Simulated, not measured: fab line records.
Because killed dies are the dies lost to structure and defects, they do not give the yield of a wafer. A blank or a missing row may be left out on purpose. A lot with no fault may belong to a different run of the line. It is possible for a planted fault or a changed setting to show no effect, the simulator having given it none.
fab line records ; flow n5Finfet
record: lots: 11; wafers: 33; lastDay: 18
route steps=1938 shown BEOL_M13@1706 BEOL_M14@1731
lots untouched by any fault: they come from a run of this same line in which no faults occurred
startH: hours from the record's first day to the start of the lot's first wafer shown ; waitH: how many hours have passed since the lot's step before this one ; " the same as in the row above ; L1.1+2: a single row standing in for several wafers ; - no value, or no start was given ; * or withheld: withheld ; < > ~ a bound
route shown NAME@n: NAME is a module with steps in the file, n the number in the route of the first one ; usual: mean and standard deviation over wafers with no fault ; same: alike in all rows ; chamber/n: place in a boat ; sites: each site's reading ; _std_site: the values' standard deviation ; _edge_site: outer sites' mean less inner sites' ; radiusMm: for every site, how far away it sits from the centre of the wafer ; mask NAME#n: copy n ; behind: tool/chamber where the wafer was last shaped ; hold: why the lot went on hold/how many hours it stayed there/how the hold came to an end ; device: the n, p or np transistor that did not switch ; end of line: the same wafers' tests at the end of the route ; a step without rows: its recipe alone ; killed: at the first sort, the dies lost to defects and structure; wafer yield is something else ; map: per-die view of a wafer (x killed, . not killed, _ where there is no die)
set.NAME: the setting as run; set.NAME@STEP: as run at that earlier step ; model.NAME: the simulator's own value behind a step, which no gauge read
the route's steps for a sample of lots (tables are steps, rows are wafers)
services: from which hour (startH, from the record's first day; less than 0 if before it) a tool's chamber was out of use, for how many hours, and why
== steps ==
step: N5_BEOL_M13_SPUTTER_44
recipe: material: Ta; targetThkA: 100; tempC: 50; biasV: 80; powerW: 15000; chamberPressurePa: 0.07; timeS: 16.13
usual: throttleValvePct: 30.1/1.1
lot.wafer;tool;chamber;startH;waitH;throttleValvePct
L164.1;pvdSputter-03;-;267.44;0.0;30.4
L164.5;pvdSputter-03;-;267.44;0.0;30.0
L164.6;pvdSputter-03;-;267.44;0.0;31.3
L165.1;pvdSputter-02;-;279.08;0.0;28.3
L165.3;pvdSputter-02;-;279.08;0.0;30.6
L165.4;pvdSputter-02;-;279.08;0.0;30.9
L167.3;pvdSputter-02;-;286.82;0.0;28.5
L167.4;pvdSputter-02;-;286.82;0.0;31.3
L167.6;pvdSputter-02;-;286.82;0.0;28.3
L169.1;pvdSputter-01;-;288.38;0.0;29.7
L169.3;pvdSputter-01;-;288.38;0.0;30.0
L169.5;pvdSputter-01;-;288.38;0.0;32.1
L170.1;pvdSputter-01;-;303.24;0.0;29.6
L170.4;pvdSputter-01;-;303.24;0.0;29.9
L170.6;pvdSputter-01;-;303.24;0.0;30.1
L172.2;pvdSputter-03;-;313.30;0.0;30.2
L172.5;pvdSputter-03;-;313.30;0.0;30.9
L172.6;pvdSputter-03;-;313.30;0.0;28.6
L173.1;pvdSputter-02;-;332.61;0.0;31.2
L173.4;pvdSputter-02;-;332.61;0.0;30.9
L173.5;pvdSputter-02;-;332.61;0.0;29.6
L179.1;pvdSputter-01;-;366.94;0.0;32.1
L179.2;pvdSputter-01;-;366.94;0.0;30.2
L179.3;pvdSputter-01;-;366.94;0.0;29.7
L183.1;pvdSputter-03;-;374.12;0.0;31.4
L183.4;pvdSputter-03;-;374.12;0.0;28.2
L183.6;pvdSputter-03;-;374.12;0.0;30.8
L184.2;pvdSputter-03;-;399.39;0.0;31.4
L184.3;pvdSputter-03;-;399.39;0.0;30.5
L184.6;pvdSputter-03;-;399.39;0.0;30.5
L185.1;pvdSputter-03;-;402.33;0.0;31.6
L185.2;pvdSputter-03;-;402.33;0.0;28.5
L185.5;pvdSputter-03;-;402.33;0.0;29.8
step: N5_BEOL_M13_INSPECT_55
recipe: inspectInstrument: darkfield; mode: postDep
usual: rawDefectCount: 68/24
lot.wafer;tool;chamber;startH;waitH;rawDefectCount
L164.1;defectInspect-02;-;268.78;0.0;54
L164.5;defectInspect-02;-;268.78;0.0;73
L164.6;defectInspect-02;-;268.78;0.0;91
L165.1;defectInspect-02;-;280.24;0.0;42
L165.3;defectInspect-02;-;280.24;0.0;61
L165.4;defectInspect-02;-;280.24;0.0;42
L167.3;defectInspect-02;-;287.94;0.0;91
L167.4;defectInspect-02;-;287.94;0.0;62
L167.6;defectInspect-02;-;287.94;0.0;82
L169.1;defectInspect-01;-;289.49;0.0;70
L169.3;defectInspect-01;-;289.49;0.0;70
L169.5;defectInspect-01;-;289.49;0.0;84
L170.1;defectInspect-02;-;304.67;0.0;63
L170.4;defectInspect-02;-;304.67;0.0;86
L170.6;defectInspect-02;-;304.67;0.0;61
L172.2;defectInspect-02;-;314.74;0.0;102
L172.5;defectInspect-02;-;314.74;0.0;60
L172.6;defectInspect-02;-;314.74;0.0;59
L173.1;defectInspect-01;-;334.09;0.0;33
L173.4;defectInspect-01;-;334.09;0.0;41
L173.5;defectInspect-01;-;334.09;0.0;42
L179.1;defectInspect-01;-;368.76;0.0;64
L179.2;defectInspect-01;-;368.76;0.0;114
L179.3;defectInspect-01;-;368.76;0.0;73
L183.1;defectInspect-02;-;375.24;0.0;74
L183.4;defectInspect-02;-;375.24;0.0;82
L183.6;defectInspect-02;-;375.24;0.0;46
L184.2;defectInspect-02;-;400.50;0.0;60
L184.3;defectInspect-02;-;400.50;0.0;73
L184.6;defectInspect-02;-;400.50;0.0;76
L185.1;defectInspect-01;-;403.70;0.0;59
L185.2;defectInspect-01;-;403.70;0.0;30
L185.5;defectInspect-01;-;403.70;0.0;45
step: N5_BEOL_M14_VIA_ETCH_16
recipe: chemistry: C4F8/O2/Ar; target: SiO2; heInnerTorr: 15; heOuterTorr: 30; targetDepthA: 12313; timeS: withheld; ionEnergyEv: 800; pressureMtorr: 20; sourceW: 1905; biasW: 2040; Ar_flow_sccm: 400; C4F8_flow_sccm: 16; O2_flow_sccm: 12; ends: cleared
usual: drypumpMotorCurrentA: 5.8/0.32; oes_f_703_au: 0.80/0.073; oesProductAu: 0.72/0.074; rfVppV: 2220/20; showerheadPlenumPTorr: 3.40/0.12; throttleValvePct: 30.9/0.32
lot.wafer;tool;chamber;startH;waitH;drypumpMotorCurrentA;oes_f_703_au;oesProductAu;rfVppV;showerheadPlenumPTorr;throttleValvePct
L164.1;rieDiel-03;0;269.49;0.0;5.1;0.86;0.79;2249;3.35;30.7
L164.5;rieDiel-03;3;269.49;0.0;5.9;0.75;0.66;2194;3.29;31.1
L164.6;rieDiel-03;2;269.49;0.0;5.5;0.75;0.67;2224;3.55;31.2
L165.1;rieDiel-03;1;280.95;0.0;6.3;0.86;0.79;2202;3.36;30.5
L165.3;rieDiel-03;0;280.95;0.0;5.1;0.85;0.79;2249;3.35;30.8
L165.4;rieDiel-03;2;280.95;0.0;5.5;0.75;0.66;2226;3.55;31.2
L167.3;rieDiel-04;2;288.65;0.0;5.6;0.72;0.65;2225;3.54;31.3
L167.4;rieDiel-04;1;288.65;0.0;6.2;0.79;0.73;2257;3.63;31.1
L167.6;rieDiel-04;1;288.65;0.0;6.2;0.80;0.74;2257;3.63;31.1
L169.1;rieDiel-01;2;290.30;0.0;6.2;0.67;0.61;2221;3.39;30.8
L169.3;rieDiel-01;0;290.30;0.0;6.1;0.79;0.70;2228;3.29;30.5
L169.5;rieDiel-01;0;290.30;0.0;6.1;0.79;0.70;2228;3.29;30.5
L170.1;rieDiel-01;0;305.50;0.0;6.1;0.78;0.69;2227;3.29;30.5
L170.4;rieDiel-01;0;305.50;0.0;6.1;0.79;0.69;2227;3.29;30.5
L170.6;rieDiel-01;1;305.50;0.0;5.9;0.92;0.83;2221;3.37;30.5
L172.2;rieDiel-04;1;315.45;0.0;6.2;0.78;0.72;2256;3.63;31.1
L172.5;rieDiel-04;3;315.45;0.0;5.7;0.77;0.72;2258;3.62;31.2
L172.6;rieDiel-04;0;315.45;0.0;5.5;0.80;0.73;2194;3.33;30.6
L173.1;rieDiel-03;1;334.80;0.0;6.4;0.83;0.76;2200;3.35;30.5
L173.4;rieDiel-03;1;334.80;0.0;6.4;0.83;0.75;2199;3.35;30.5
L173.5;rieDiel-03;2;334.80;0.0;5.5;0.74;0.65;2226;3.54;31.2
L179.1;rieDiel-04;3;369.90;0.0;5.7;0.75;0.69;2257;3.61;31.2
L179.2;rieDiel-04;0;369.90;0.0;5.5;0.79;0.71;2193;3.32;30.6
L179.3;rieDiel-04;2;369.90;0.0;5.6;0.69;0.62;2225;3.52;31.3
L183.1;rieDiel-03;3;376.22;0.0;5.9;0.72;0.63;2193;3.27;31.2
L183.4;rieDiel-03;1;376.22;0.0;6.4;0.81;0.74;2200;3.34;30.6
L183.6;rieDiel-03;0;376.22;0.0;5.1;0.82;0.76;2248;3.34;30.8
L184.2;rieDiel-04;1;401.23;0.0;6.2;0.76;0.71;2256;3.62;31.1
L184.3;rieDiel-04;0;401.23;0.0;5.5;0.77;0.70;2191;3.31;30.6
L184.6;rieDiel-04;2;401.23;0.0;5.6;0.99;0.91;2223;3.51;31.1
L185.1;rieDiel-04;0;404.66;0.0;5.5;0.77;0.69;2192;3.31;30.6
L185.2;rieDiel-04;1;404.66;0.0;6.2;0.77;0.71;2255;3.62;31.1
L185.5;rieDiel-04;2;404.66;0.0;5.6;0.97;0.90;2225;3.51;31.1
step: N5_BEOL_M14_COAT_65
recipe: resist: SOC; tempC: 250; timeS: 60; spinRpm: 1500; resistThkNm: 450
usual: heaterPowerTotalW: 500.6/1.8; spinSpeedRpm: 1500.0/0.83
lot.wafer;tool;chamber;startH;waitH;heaterPowerTotalW;spinSpeedRpm
L164.1;lithoTrack-04;0;269.88;0.0;498.5;1500.6
L164.5;lithoTrack-04;0;269.88;0.0;502.2;1500.0
L164.6;lithoTrack-04;0;269.88;0.0;499.9;1500.1
L165.1;lithoTrack-02;0;281.33;0.0;500.0;1500.4
L165.3;lithoTrack-02;0;281.33;0.0;500.1;1499.6
L165.4;lithoTrack-02;0;281.33;0.0;501.4;1499.2
L167.3;lithoTrack-02;0;289.03;0.0;502.5;1500.1
L167.4;lithoTrack-02;0;289.03;0.0;501.5;1500.5
L167.6;lithoTrack-02;0;289.03;0.0;501.5;1500.3
L169.1;lithoTrack-05;0;290.70;0.0;501.3;1500.7
L169.3;lithoTrack-05;0;290.70;0.0;502.2;1499.5
L169.5;lithoTrack-05;0;290.70;0.0;501.5;1498.4
L170.1;lithoTrack-02;0;305.89;0.0;498.2;1418.4
L170.4;lithoTrack-02;0;305.89;0.0;498.5;1419.5
L170.6;lithoTrack-02;0;305.89;0.0;497.3;1419.5
L172.2;lithoTrack-02;0;315.99;0.0;497.5;1420.0
L172.5;lithoTrack-02;0;315.99;0.0;498.2;1420.1
L172.6;lithoTrack-02;0;315.99;0.0;502.6;1419.0
L173.1;lithoTrack-02;0;335.19;0.0;497.5;1418.0
L173.4;lithoTrack-02;0;335.19;0.0;497.6;1418.2
L173.5;lithoTrack-02;0;335.19;0.0;499.1;1417.1
L179.1;lithoTrack-04;0;370.28;0.0;502.1;1499.0
L179.2;lithoTrack-04;0;370.28;0.0;500.0;1498.9
L179.3;lithoTrack-04;0;370.28;0.0;497.7;1500.2
L183.1;lithoTrack-04;0;376.60;0.0;502.0;1498.6
L183.4;lithoTrack-04;0;376.60;0.0;499.7;1498.2
L183.6;lithoTrack-04;0;376.60;0.0;500.7;1498.9
L184.2;lithoTrack-04;0;401.61;0.0;502.6;1500.6
L184.3;lithoTrack-04;0;401.61;0.0;498.1;1500.1
L184.6;lithoTrack-04;0;401.61;0.0;500.8;1499.6
L185.1;lithoTrack-02;0;405.05;0.0;503.2;1500.3
L185.2;lithoTrack-02;0;405.05;0.0;498.8;1499.3
L185.5;lithoTrack-02;0;405.05;0.0;501.1;1500.4
== services ==
tool;chamber;startH;hours;kind
rieDiel-01;1;244.09;-;clean
rieDiel-01;1;244.09;-;consumableReplace:focusRing
rieDiel-01;1;244.09;13.9;scheduledDown
rieDiel-01;1;244.09;13.9;ventCycle
pvdSputter-03;-;271.86;1.3;repair
rieDiel-01;2;290.57;-;clean
rieDiel-01;2;290.57;-;consumableReplace:focusRing
rieDiel-01;2;290.57;21.6;scheduledDown
rieDiel-01;2;290.57;21.6;ventCycle
rieDiel-04;1;344.77;30.9;repair
rieDiel-03;-;361.14;2.8;pm
rieDiel-04;2;376.09;-;clean
rieDiel-04;2;376.09;-;consumableReplace:focusRing
rieDiel-04;2;376.09;16.8;scheduledDown
rieDiel-04;2;376.09;16.8;ventCycle
rieDiel-04;1;384.65;6.6;repair
rieDiel-01;2;393.40;8.3;repair
rieDiel-03;-;395.93;0.4;repair
== key ==
firstSign: step: N5_BEOL_M14_COAT_65; reading: spinSpeedRpm; direction: down; sigmas: 97; usual: *; struck: *
effect none on later readings
metAt N5_BEOL_M14_COAT_65
struckLots L170,L172,L173
notActingAt N5_BEOL_M13_SPUTTER_44,N5_BEOL_M13_INSPECT_55,N5_BEOL_M14_VIA_ETCH_16
onsetBetween 289.03 305.89
fault: kind: processParameterDrift; tool: lithoTrack-02; chamber: -; onsetH: 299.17; steps: N5_BEOL_M14_COAT_65; channel: spinRpm; offset: *; shape: step; endH: 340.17; actsIn: *; stated: *
